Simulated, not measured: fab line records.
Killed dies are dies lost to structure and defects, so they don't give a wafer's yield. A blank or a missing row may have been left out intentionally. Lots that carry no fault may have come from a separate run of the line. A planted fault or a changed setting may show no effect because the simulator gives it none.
Comparing a struck lot with a sound one -- flow n5_finfet -- 23 steps out of a route of 1938
Sound: wafers L724.2, L724.4, L724.6. The struck wafers were L718.1, L718.5, L718.6. The cause is given at the end.
For every step that has rows: the tool of each side, followed by ch and its chambers, followed by its first start. Under that, the readings that differ: sound wafers -- struck wafers -- difference of the means -- sigmas: that difference in standard deviations of wafers without a fault.
alike: readings whose means differ by less than 2 such deviations, and words and numbers that are the same on both sides. not compared: withheld readings, readings that some wafer has no value for, bounds like >300 that may hide the same value, and numbers for which the record gives no deviation and whose values overlap.
Wherever a step has rows on one side only, a row that says differs or no value, or a row with sigmas, the two part there. When numbers do not overlap yet have no deviation, they are printed without sigmas and do not part them. A reading that every wafer of one side lacks parts them only if that side has two wafers or more.

first, 8 steps without rows for these wafers: N5_BEOL_M7_ANNEAL_51 (time 90 s); N5_BEOL_M7_CMP_52 (polishes, stops on SiCOH lowk, t overpolish 6.9 s, target thk 80 nm); N5_BEOL_M7_PRE_CLEAN_55 (time 15 s); N5_BEOL_M7_DEP_56 (deposits SiCN from 3MS/NH3, target thk 10 nm, time 17.5 s); N5_BEOL_M8_ILD_DEP_00 (deposits SiCOH lowk from DEMS/porogen, target thk 179.75 nm, time 33.4 s); N5_BEOL_M8_CURE_74 (cures SiCOH lowk, time 240 s); N5_BEOL_M8_PECVD_70 (deposits SiO2 from TEOS/O2, target thk 20 nm, time 22.7 s); N5_BEOL_M8_HM_DEP_02 (deposits TiN, target thk 20 nm).
N5_BEOL_M8_COAT_59: time 60 s, resist thk 100 nm.
  sound on litho_track-01 ch 0, day 15 05:10; struck on litho_track-02 ch 0, day 13 15:06
reading,sound,struck,difference,sigmas
spin_speed_rpm (rpm),1501.0 1501.9 1500.0,1727.5 1729.0 1727.7,+227.1,+99 or more
model.SOC_of_BEOL_M8_COAT_59.thk_nm (nm),99.8 100 99.8,93.4 93.4 93.4,-6.5,
then, 9 steps without rows for these wafers: N5_BEOL_M8_COAT_60 (time 60 s, resist thk 35 nm); N5_BEOL_M8_COAT_05 (resist thk 90 nm); N5_BEOL_M8_EBR_07; N5_BEOL_M8_SOFTBAKE_06 (time 60 s); N5_BEOL_M8_EXPOSE_08 (exposes mask M8); N5_BEOL_M8_PEB_09 (peb time 60 s); N5_BEOL_M8_DEVELOP_10 (develop time 30 s); N5_BEOL_M8_DESCUM_16 (chemistry O2, time 7.9 s); N5_BEOL_M8_ETCH_61 (etches SiARC in CF4, target depth 45.5 nm, time 75.8 s).
N5_BEOL_M8_ETCH_62: etches SOC in N2/H2, target depth 110 nm, overetch 22 nm, time 165 s.
  sound on rie_diel-03 ch 0,2, day 15 05:52; struck on rie_diel-03 ch 0,1,2, day 13 15:49
reading,sound,struck,difference,sigmas
model.etch.depth_nm (nm),99.83 99.95 99.74,93.36 93.31 93.34,-6.50,
  alike: drypump_motor_current_A, oes_product_au, rf_vpp_V, showerhead_plenum_p_Torr, throttle_valve_pct
  not compared: rf_hours_counter_h
then, 2 steps without rows for these wafers: N5_BEOL_M8_STRIP_68 (strips in N2/H2); N5_BEOL_M8_STRIP_67 (strips in CF4).
N5_BEOL_M8_HM_OPEN_17: chemistry Cl2/BCl3, target TiN, target depth 20 nm, overetch 6 nm.
  sound on rie_metal-02 ch 0,1, day 15 06:03; struck on rie_metal-01 ch 0,1, day 13 16:01
reading,sound,struck,difference,sigmas
throttle_valve_pct (%),21.97 21.99 21.96,22.44 22.46 22.40,+0.46,+2
model.SOC_of_BEOL_M8_COAT_59.thk_nm (nm),92 92 91.8,85.4 85.6 85.4,-6.5,
  alike: drypump_motor_current_A, mfc_cl2_sccm, oes_product_au
  not compared: rf_hours_counter_h
then, 1 step without rows for these wafers: N5_BEOL_M8_STRIP_19 (strips in O2).

## WHERE THEY PART
Earliest at N5_BEOL_M8_COAT_59; latest, in this record, at N5_BEOL_M8_HM_OPEN_17.

WHY: the cause the simulator had injected
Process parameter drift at N5_BEOL_M8_COAT_59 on litho_track-02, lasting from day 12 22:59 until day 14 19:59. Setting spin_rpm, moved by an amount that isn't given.
